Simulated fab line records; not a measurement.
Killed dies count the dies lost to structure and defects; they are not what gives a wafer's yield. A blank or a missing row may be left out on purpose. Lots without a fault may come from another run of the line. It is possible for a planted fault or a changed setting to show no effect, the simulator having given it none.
Which tool did it? | flow n5-finfet | 10 lots, 30 wafers sampled, at 5 steps of a route of 1938

## WHAT THE GAUGES SHOWED, per wafer
N5_BEOL_M4_RC_MEAS_101. Usual: DIBL_N 36.2 mV/V, standard deviation 1.7; DIBL_P 36.2 mV/V, standard deviation 2.2; IOFF_N 0.16 nA/um, standard deviation 0.035; IOFF_P 0.21 nA/um, standard deviation 0.042; ION_N 673 uA/um, standard deviation 13; ION_P 462 uA/um, standard deviation 7.9; SS_N 71.4 mV/dec, standard deviation 0.59; SS_P 73.2 mV/dec, standard deviation 0.7; VT_N 250 mV, standard deviation 3.6; VT_P -251 mV, standard deviation 3.5.
lot  | measured     | on        | DIBL_N (mV/V)  | DIBL_P (mV/V)  | IOFF_N (nA/um) | IOFF_P (nA/um) | ION_N (uA/um) | ION_P (uA/um) | SS_N (mV/dec)  | SS_P (mV/dec)  | VT_N (mV)   | VT_P (mV)      | flag
L969 | day 7 14:49  | prober-01 | 39.5 37.5 34.2 | 39.9 36.7 33.5 | 0.20 0.17 0.11 | 0.24 0.20 0.15 | 672 681 642   | 458 461 443   | 72.9 71.9 71.0 | 74.6 74.5 72.4 | 248 253 256 | -248 -251 -256 |
L970 | day 7 23:13  | prober-01 | 36.3 38.7 36.4 | 36.1 40.1 38.5 | 0.14 0.21 0.17 | 0.19 0.25 0.22 | 653 688 674   | 446 461 465   | 70.9 72.5 71.4 | 73.0 74.0 73.9 | 250 243 248 | -252 -247 -251 |
L971 | day 8 05:29  | prober-01 | 33.7 35.4 35.9 | 35.2 37.1 37.6 | 0.14 0.16 0.18 | 0.21 0.23 0.23 | 667 674 682   | 469 473 473   | 70.5 71.1 71.9 | 72.9 73.2 74.0 | 252 250 248 | -250 -248 -250 |
L973 | day 8 10:10  | prober-02 | 35.5 34.1 36.4 | 34.9 33.8 35.9 | 0.14 0.12 0.17 | 0.19 0.18 0.21 | 667 673 689   | 464 467 467   | 70.9 70.8 71.2 | 73.4 72.8 72.6 | 251 250 247 | -251 -254 -250 |
L974 | day 8 20:38  | prober-01 | 39.8 39.8 41.5 | 40.7 39.1 41.8 | 0.25 0.22 0.28 | 0.32 0.28 0.36 | 705 680 688   | 485 468 478   | 72.4 71.3 72.1 | 74.7 74.4 74.7 | 240 246 243 | -245 -248 -243 |
L975 | day 9 04:19  | prober-01 | 35.6 34.7 38.1 | 38.0 36.0 39.9 | 0.17 0.14 0.20 | 0.21 0.18 0.23 | 681 662 681   | 456 454 458   | 71.0 71.7 71.8 | 72.9 73.0 74.0 | 252 250 249 | -250 -253 -251 |
L976 | day 9 19:28  | prober-02 | 37.3 37.1 36.5 | 37.1 38.6 36.5 | 0.18 0.19 0.16 | 0.24 0.27 0.22 | 676 691 682   | 468 477 463   | 71.6 71.7 71.3 | 72.4 73.7 72.6 | 249 246 250 | -248 -247 -250 |
L979 | day 10 21:37 | prober-01 | 36.3 38.6 37.6 | 36.0 38.3 36.5 | 0.15 0.20 0.17 | 0.20 0.24 0.21 | 673 670 671   | 459 456 462   | 71.0 71.4 72.3 | 73.7 74.2 73.1 | 253 248 248 | -253 -251 -250 |
L982 | day 11 07:58 | prober-02 | 36.2 35.7 37.3 | 34.2 34.5 35.9 | 0.14 0.13 0.15 | 0.17 0.17 0.19 | 679 680 674   | 460 461 461   | 72.2 70.5 71.6 | 73.1 73.2 72.7 | 252 254 253 | -255 -256 -251 |
L984 | day 11 10:55 | prober-02 | 36.0 33.5 37.8 | 36.3 33.6 38.1 | 0.17 0.12 0.20 | 0.21 0.18 0.26 | 684 668 684   | 466 463 464   | 71.8 70.9 71.9 | 73.6 72.8 74.1 | 251 255 247 | -251 -253 -247 |

## WHAT TOOL EACH LOT RAN ON (gives the tool, then ch and the chambers of the sampled wafers, and finally the start)
lot  | N5_BEOL_M2_SPUTTER_96        | N5_BEOL_M2_CO_CAP_55             | N5_BEOL_M2_DEP_57              | N5_BEOL_M3_PECVD_72
L969 | pvd-sputter-01, day 6 16:23  | cvd-co-02 ch 0,1, day 6 17:14    | pecvd-02 ch 0,1, day 6 17:22   | pecvd-03 ch 0,1,2, day 6 17:35
L970 | pvd-sputter-01, day 7 00:07  | cvd-co-02 ch 0,2, day 7 00:58    | pecvd-04 ch 0,1, day 7 01:05   | pecvd-04 ch 0,1, day 7 01:19
L971 | pvd-sputter-02, day 7 07:02  | cvd-co-01 ch 0,2, day 7 08:23    | pecvd-02 ch 0,2, day 7 08:30   | pecvd-02 ch 0,1,2, day 7 08:44
L973 | pvd-sputter-02, day 7 13:44  | cvd-co-02 ch 0,1,2, day 7 14:52  | pecvd-04 ch 0,1,2, day 7 14:59 | pecvd-03 ch 1,2, day 7 15:13
L974 | pvd-sputter-03, day 7 23:04  | cvd-co-01 ch 1,2, day 7 23:56    | pecvd-01 ch 0,1, day 8 00:02   | pecvd-03 ch 0,1,2, day 8 00:17
L975 | pvd-sputter-02, day 8 02:41  | cvd-co-01 ch 0,2, day 8 03:32    | pecvd-04 ch 0,1,2, day 8 03:40 | pecvd-03 ch 0,1,2, day 8 03:53
L976 | pvd-sputter-02, day 8 16:12  | cvd-co-01 ch 0,1,2, day 8 17:07  | pecvd-02 ch 0,1,2, day 8 17:14 | pecvd-02 ch 0,1,2, day 8 17:28
L979 | pvd-sputter-03, day 9 21:49  | cvd-co-01 ch 0,1, day 9 22:41    | pecvd-01 ch 1, day 9 22:49     | pecvd-03 ch 0,1, day 9 23:04
L982 | pvd-sputter-01, day 10 08:36 | cvd-co-02 ch 0,1,2, day 10 09:37 | pecvd-04 ch 1,2, day 10 09:44  | pecvd-04 ch 0,1, day 10 09:58
L984 | pvd-sputter-01, day 10 15:49 | cvd-co-01 ch 0,1,2, day 10 16:54 | pecvd-04 ch 0,1, day 10 17:01  | pecvd-04 ch 1,2, day 10 17:15
- N5_BEOL_M2_SPUTTER_96: material Cu, target thk 4.5 nm, time 8.29 s.
- N5_BEOL_M2_CO_CAP_55: material Co, precursor CCTBA/H2, target thk 2 nm, time 102.1 s.
- N5_BEOL_M2_DEP_57: deposits SiCN from 3MS/NH3, target thk 8 nm, time 14 s.
- N5_BEOL_M3_PECVD_72: deposits SiO2 from TEOS/O2, target thk 16 nm, time 18 s.

## AS READ BY THE TOOLS THEMSELVES (means over the sampled wafers that have a number; for cases with no such wafer, the mark the record gives instead)
N5_BEOL_M2_SPUTTER_96. Usual: 30.3 % for throttle-valve-pct, sd 1.3.
lot  | tool           | throttle-valve-pct (%) | flag
L969 | pvd-sputter-01 | 30.5                   |
L970 | pvd-sputter-01 | 31.3                   |
L971 | pvd-sputter-02 | 29.7                   |
L973 | pvd-sputter-02 | 30.8                   |
L974 | pvd-sputter-03 | 29.7                   |
L975 | pvd-sputter-02 | 30.1                   |
L976 | pvd-sputter-02 | 29.7                   |
L979 | pvd-sputter-03 | 28.8                   |
L982 | pvd-sputter-01 | 30.5                   |
L984 | pvd-sputter-01 | 31.4                   |

N5_BEOL_M2_CO_CAP_55. Usual: chamber-pressure-Torr 30.00 Torr, standard deviation 0.07; heater-power-w 251 W, standard deviation 43; run-length-s 125.0 s, standard deviation 0.65.
lot  | tool      | chamber-pressure-Torr (Torr) | heater-power-w (W) | run-length-s (s) | flag
L969 | cvd-co-02 | 29.98                        | 229                | 124.1            |
L970 | cvd-co-02 | 29.99                        | 272                | 125.0            |
L971 | cvd-co-01 | 30.04                        | 226                | 124.9            |
L973 | cvd-co-02 | 29.92                        | 242                | 124.7            |
L974 | cvd-co-01 | 29.95                        | 227                | 125.5            |
L975 | cvd-co-01 | 29.99                        | 226                | 125.5            |
L976 | cvd-co-01 | 30.02                        | 253                | 125.1            |
L979 | cvd-co-01 | 30.10                        | 287                | 124.8            |
L982 | cvd-co-02 | 30.02                        | 244                | 125.0            |
L984 | cvd-co-01 | 30.00                        | 259                | 155.1            | OFF

N5_BEOL_M2_DEP_57. Usual: chamber-pressure-Torr 3.000 Torr, standard deviation 0.0069; showerhead-plenum-p-Torr 3.672 Torr, standard deviation 0.012; throttle-valve-pct 9.0 %, standard deviation 0.42.
lot  | tool     | chamber-pressure-Torr (Torr) | showerhead-plenum-p-Torr (Torr) | throttle-valve-pct (%) | flag
L969 | pecvd-02 | 3.000                        | 3.684                           | 9.2                    |
L970 | pecvd-04 | 3.002                        | 3.659                           | 9.3                    |
L971 | pecvd-02 | 2.999                        | 3.683                           | 9.0                    |
L973 | pecvd-04 | 3.002                        | 3.667                           | 8.9                    |
L974 | pecvd-01 | 2.994                        | 3.674                           | 9.2                    |
L975 | pecvd-04 | 2.998                        | 3.669                           | 8.9                    |
L976 | pecvd-02 | 3.003                        | 3.677                           | 9.0                    |
L979 | pecvd-01 | 2.999                        | 3.666                           | 9.4                    |
L982 | pecvd-04 | 3.002                        | 3.672                           | 8.8                    |
L984 | pecvd-04 | 2.992                        | 3.663                           | 9.1                    |

N5_BEOL_M3_PECVD_72. Usual: chamber-pressure-Torr 5.499 Torr, standard deviation 0.012; heater-power-w 729 W, standard deviation 140; showerhead-plenum-p-Torr 8.81 Torr, standard deviation 0.065; throttle-valve-pct 22.3 %, standard deviation 0.93.
lot  | tool     | chamber-pressure-Torr (Torr) | heater-power-w (W) | showerhead-plenum-p-Torr (Torr) | throttle-valve-pct (%) | flag
L969 | pecvd-03 | 5.497                        | 628                | 8.75                            | 23.1                   |
L970 | pecvd-04 | 5.505                        | 878                | 8.77                            | 22.1                   |
L971 | pecvd-02 | 5.503                        | 691                | 8.84                            | 22.1                   |
L973 | pecvd-03 | 5.491                        | 744                | 8.81                            | 23.1                   |
L974 | pecvd-03 | 5.500                        | 628                | 8.74                            | 23.1                   |
L975 | pecvd-03 | 5.502                        | 652                | 8.75                            | 23.2                   |
L976 | pecvd-02 | 5.492                        | 648                | 8.83                            | 22.1                   |
L979 | pecvd-03 | 5.505                        | 652                | 8.71                            | 23.4                   |
L982 | pecvd-04 | 5.497                        | 913                | 8.77                            | 22.9                   |
L984 | pecvd-04 | 5.501                        | 849                | 8.79                            | 22.7                   |

## THE ANSWER, worked out from the rows above alone
Rule: a lot counts as off when the mean over its wafers that have a number is more than 3 standard deviations away from the usual mean. Also off: a lot with no number at a reading for which 4 or more lots have one. Where the step has rows for the other lots, those lots are counted as sound. The gauges are gone through in route order, then the tools' own readings, and for those a lot's mean is taken as printed above. At the first step where some lot is off, the reading lying furthest off is the one used; lots without a number count as furthest.
Off, at N5_BEOL_M2_CO_CAP_55 on run-length-s: L984.
If a tool, at that step or one of the process steps before it, ran each lot that is off and ran no sound lot following the first of them, it fits. Can't be told from this: 2 tools fit, pvd-sputter-01 at N5_BEOL_M2_SPUTTER_96, cvd-co-01 at N5_BEOL_M2_CO_CAP_55.

## WHAT WAS PUT IN BY THE SIMULATOR
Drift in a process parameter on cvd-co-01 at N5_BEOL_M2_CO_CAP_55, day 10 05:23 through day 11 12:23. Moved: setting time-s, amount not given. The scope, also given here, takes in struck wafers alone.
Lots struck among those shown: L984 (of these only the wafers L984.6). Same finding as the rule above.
